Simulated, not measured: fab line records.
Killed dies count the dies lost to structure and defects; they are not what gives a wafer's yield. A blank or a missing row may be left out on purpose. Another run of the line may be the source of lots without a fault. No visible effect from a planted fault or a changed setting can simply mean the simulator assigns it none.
Which tool was responsible? / flow nandHarc / 6 lots, 18 wafers sampled, at 2 steps of a route of 1302

## WHAT THE GAUGES SHOWED, per wafer
NHARC_THIN_TSV_CD_MEAS_16.
lot=L537; measured=day 24 17:51; on=cdSem-03; cdNm (nm)=1000.5 999.9 1000.3
lot=L543; measured=day 27 00:06; on=cdSem-01; cdNm (nm)=998.7 995.5 997.5
lot=L545; measured=day 27 12:42; on=cdSem-01; cdNm (nm)=997.7 999.9 999.8
lot=L547; measured=day 28 07:49; on=cdSem-02; cdNm (nm)=1000.0 1001.3 999.6
lot=L550; measured=day 29 14:01; on=cdSem-02; cdNm (nm)=997.1 998.1 1000.5
lot=L554; measured=day 31 08:11; on=cdSem-02; cdNm (nm)=997.5 997.1 996.7

## WHAT TOOL EACH LOT RAN ON (gives the tool, then ch and the chambers of the sampled wafers, and finally the start)
lot=L537; NHARC_A_CONTACT_ETCH_76=rieDiel-08 ch 2,3, day 22 21:57
lot=L543; NHARC_A_CONTACT_ETCH_76=rieDiel-12 ch 0,1, day 25 04:08
lot=L545; NHARC_A_CONTACT_ETCH_76=rieDiel-08 ch 0,2, day 25 16:39
lot=L547; NHARC_A_CONTACT_ETCH_76=rieDiel-08 ch 0,1,3, day 26 08:25
lot=L550; NHARC_A_CONTACT_ETCH_76=rieDiel-08 ch 0,1,2, day 27 16:08
lot=L554; NHARC_A_CONTACT_ETCH_76=rieDiel-12 ch 0,3, day 29 13:00
- NHARC_A_CONTACT_ETCH_76: etches the open film in N2/H2, target depth 260 nm, time 475.3 s.

## THE ANSWER, worked out from the rows above alone
Rule: the lots themselves supply what counts as usual. The widest of any qualifying gaps counts: lots, ordered by their means at a reading, are off when they make up no more than a third of the lots, leave a main group of 4 or more, and stand apart from it by 3 or more times the standard deviation of that group's means. If all means in a main group match to the digits the tables above print for the reading, that group is not used. A lot without any number at a reading at which 4 lots or more have one is off too. The other lots that the step has rows for count as sound.
No lot is off at any reading shown: from this, nothing can be told.

## WHAT WAS PUT IN BY THE SIMULATOR
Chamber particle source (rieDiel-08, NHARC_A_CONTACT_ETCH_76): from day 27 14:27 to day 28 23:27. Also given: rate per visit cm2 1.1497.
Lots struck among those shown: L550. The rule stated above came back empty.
